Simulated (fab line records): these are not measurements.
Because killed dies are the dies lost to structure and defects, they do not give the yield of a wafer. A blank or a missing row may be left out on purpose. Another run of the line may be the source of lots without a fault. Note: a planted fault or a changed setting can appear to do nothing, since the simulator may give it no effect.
Matching of chambers	flow nand harc	rie si-01 running NHARC_P_GATE_ETCH_32: 4 sister chambers
The step etches the open film in HBr/Cl2, target depth 150 nm, time 100.1 s. 20 wafers are shown with their chamber, then 9 later ones without.

## WAFERS WITH THEIR CHAMBER
wafer	chamber	drypump motor current A (A)	he backside leak sccm (sccm)	hbr flow sccm (sccm)
L074.1	0	6.2	2.36	149.4
L074.2	2	5.5	2.46	150.3
L074.5	2	5.6	2.48	150.3
L077.2	1	5.9	2.87	149.7
L077.4	3	5.0	2.59	149.9
L077.6	2	5.5	2.35	150.9
L080.3	1	5.9	3.07	150.3
L080.5	3	5.0	2.63	150.9
L083.1	3	5.0	2.77	149.3
L083.2	2	5.5	2.46	150.7
L083.3	1	5.8	3.04	150.7
L085.4	0	6.1	2.52	149.7
L085.5	3	5.0	2.49	149.8
L085.6	0	6.1	2.40	149.5
L089.1	3	5.0	2.58	149.8
L089.3	2	5.6	2.12	150.6
L089.6	2	5.6	2.10	150.0
L091.1	2	5.6	2.45	150.3
L091.3	1	5.9	2.99	150.2
L091.5	1	5.9	2.95	150.4

SIGNATURES (averages over the wafers above)
reading	chamber 0	chamber 1	chamber 2	chamber 3	scatter within a chamber
drypump motor current A	6.133	5.880	5.557	5.000	0.0446
he backside leak sccm	2.4267	2.9840	2.3457	2.6120	0.124
hbr flow sccm	149.533	150.260	150.443	149.940	0.396
Rule: a wafer's distance from a chamber is the root of the sum, over the readings, of the square of ((its reading less the chamber's mean) divided by the reading's scatter). If the next closest chamber is less than 2 further off than the closest, the wafer can't be placed; otherwise it belongs to the closest. The scatter: take each reading less its chamber's mean, square it, sum over the shown wafers, divide by the number of wafers less the number of chambers, and take the root.

## WAFERS WHOSE CHAMBER IS MISSING
wafer	drypump motor current A (A)	he backside leak sccm (sccm)	hbr flow sccm (sccm)
L092.2	5.5	2.32	150.4
L092.5	6.2	2.45	150.1
L092.6	5.9	3.03	150.1
L095.1	6.2	2.40	149.4
L095.2	5.0	2.50	149.9
L095.4	5.6	2.32	150.3
L097.1	6.2	2.45	150.5
L097.4	5.8	2.94	150.1
L097.5	6.2	2.47	149.8

## THE CHAMBER EACH PASSED THROUGH
wafer	from the rows above	in truth
L092.2	2	2
L092.5	0	0
L092.6	1	1
L095.1	0	0
L095.2	3	3
L095.4	2	2
L097.1	0	0
L097.4	1	1
L097.5	0	0
Correct placement for 9 of the 9. Can't be placed from these rows: 0. 0 placed wrongly.
